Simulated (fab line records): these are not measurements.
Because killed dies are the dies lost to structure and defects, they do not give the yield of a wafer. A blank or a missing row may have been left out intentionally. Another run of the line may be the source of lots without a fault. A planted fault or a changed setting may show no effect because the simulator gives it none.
Chamber matching :: flow nand harc :: rie diel-06 running NHARC_A_STAIRCASE_ETCH_271: 4 sister chambers
The step etches the open film in CF4/CHF3. 14 wafers are shown with their chamber, then 7 later ones without.

== WAFERS WITH THEIR CHAMBER ==
wafer: L617.1
chamber: 2
drypump motor current A (A): 6.2
showerhead plenum p Torr (Torr): 1.58
oes product au (a.u.): 0.956

wafer: L617.2
chamber: 3
drypump motor current A (A): 5.3
showerhead plenum p Torr (Torr): 1.57
oes product au (a.u.): 0.982

wafer: L617.4
chamber: 0
drypump motor current A (A): 5.2
showerhead plenum p Torr (Torr): 1.52
oes product au (a.u.): 0.962

wafer: L620.1
chamber: 0
drypump motor current A (A): 5.3
showerhead plenum p Torr (Torr): 1.51
oes product au (a.u.): 0.985

wafer: L620.2
chamber: 1
drypump motor current A (A): 5.5
showerhead plenum p Torr (Torr): 1.46
oes product au (a.u.): 0.973

wafer: L620.3
chamber: 2
drypump motor current A (A): 6.3
showerhead plenum p Torr (Torr): 1.58
oes product au (a.u.): 0.954

wafer: L622.3
chamber: 0
drypump motor current A (A): 5.3
showerhead plenum p Torr (Torr): 1.51
oes product au (a.u.): 0.956

wafer: L622.5
chamber: 3
drypump motor current A (A): 5.3
showerhead plenum p Torr (Torr): 1.57
oes product au (a.u.): 0.960

wafer: L622.6
chamber: 0
drypump motor current A (A): 5.3
showerhead plenum p Torr (Torr): 1.51
oes product au (a.u.): 0.966

wafer: L624.2
chamber: 0
drypump motor current A (A): 5.3
showerhead plenum p Torr (Torr): 1.51
oes product au (a.u.): 0.925

wafer: L624.3
chamber: 2
drypump motor current A (A): 6.2
showerhead plenum p Torr (Torr): 1.58
oes product au (a.u.): 0.911

wafer: L624.6
chamber: 1
drypump motor current A (A): 5.6
showerhead plenum p Torr (Torr): 1.46
oes product au (a.u.): 0.927

wafer: L634.1
chamber: 1
drypump motor current A (A): 5.6
showerhead plenum p Torr (Torr): 1.69
oes product au (a.u.): 0.953

wafer: L634.5
chamber: 0
drypump motor current A (A): 5.2
showerhead plenum p Torr (Torr): 1.50
oes product au (a.u.): 0.981

SIGNATURES (means of the wafers above)
reading: drypump motor current A
chamber 0: 5.267
chamber 1: 5.567
chamber 2: 6.233
chamber 3: 5.300
scatter within a chamber: 0.0516

reading: showerhead plenum p Torr
chamber 0: 1.5100
chamber 1: 1.5367
chamber 2: 1.5800
chamber 3: 1.5700
scatter within a chamber: 0.0596

reading: oes product au
chamber 0: 0.96250
chamber 1: 0.95100
chamber 2: 0.94033
chamber 3: 0.97100
scatter within a chamber: 0.0222
Rule: for a wafer and a chamber, the distance is found by dividing, reading by reading, the gap between the wafer's reading and the chamber's mean by the reading's scatter, squaring, summing and taking the root. If the next closest chamber is less than 2 further off than the closest, the wafer can't be placed; otherwise it belongs to the closest. The scatter: take each reading less its chamber's mean, square it, sum over the shown wafers, divide by the number of wafers less the number of chambers, and take the root.

== WAFERS WHOSE CHAMBER IS MISSING ==
wafer: L634.6
drypump motor current A (A): 5.5
showerhead plenum p Torr (Torr): 1.69
oes product au (a.u.): 0.955

wafer: L637.2
drypump motor current A (A): 5.6
showerhead plenum p Torr (Torr): 1.69
oes product au (a.u.): 0.958

wafer: L637.3
drypump motor current A (A): 5.3
showerhead plenum p Torr (Torr): 1.55
oes product au (a.u.): 0.968

wafer: L637.4
drypump motor current A (A): 5.2
showerhead plenum p Torr (Torr): 1.50
oes product au (a.u.): 0.970

wafer: L636.2
drypump motor current A (A): 5.3
showerhead plenum p Torr (Torr): 1.50
oes product au (a.u.): 0.954

wafer: L636.4
drypump motor current A (A): 5.3
showerhead plenum p Torr (Torr): 1.55
oes product au (a.u.): 0.935

wafer: L636.5
drypump motor current A (A): 5.6
showerhead plenum p Torr (Torr): 1.69
oes product au (a.u.): 0.942

== THE CHAMBER EACH PASSED THROUGH ==
wafer: L634.6
from the rows above: can't be placed: 1 or 3
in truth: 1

wafer: L637.2
from the rows above: 1
in truth: 1

wafer: L637.3
from the rows above: can't be placed: 3 or 0
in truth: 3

wafer: L637.4
from the rows above: can't be placed: 0 or 3
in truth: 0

wafer: L636.2
from the rows above: can't be placed: 0 or 3
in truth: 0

wafer: L636.4
from the rows above: can't be placed: 0 or 3
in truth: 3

wafer: L636.5
from the rows above: 1
in truth: 1
Correctly placed: 2 of 7. From these rows, 5 cannot be placed; in 5 the true chamber is one of the candidates. Number placed wrongly: 0.
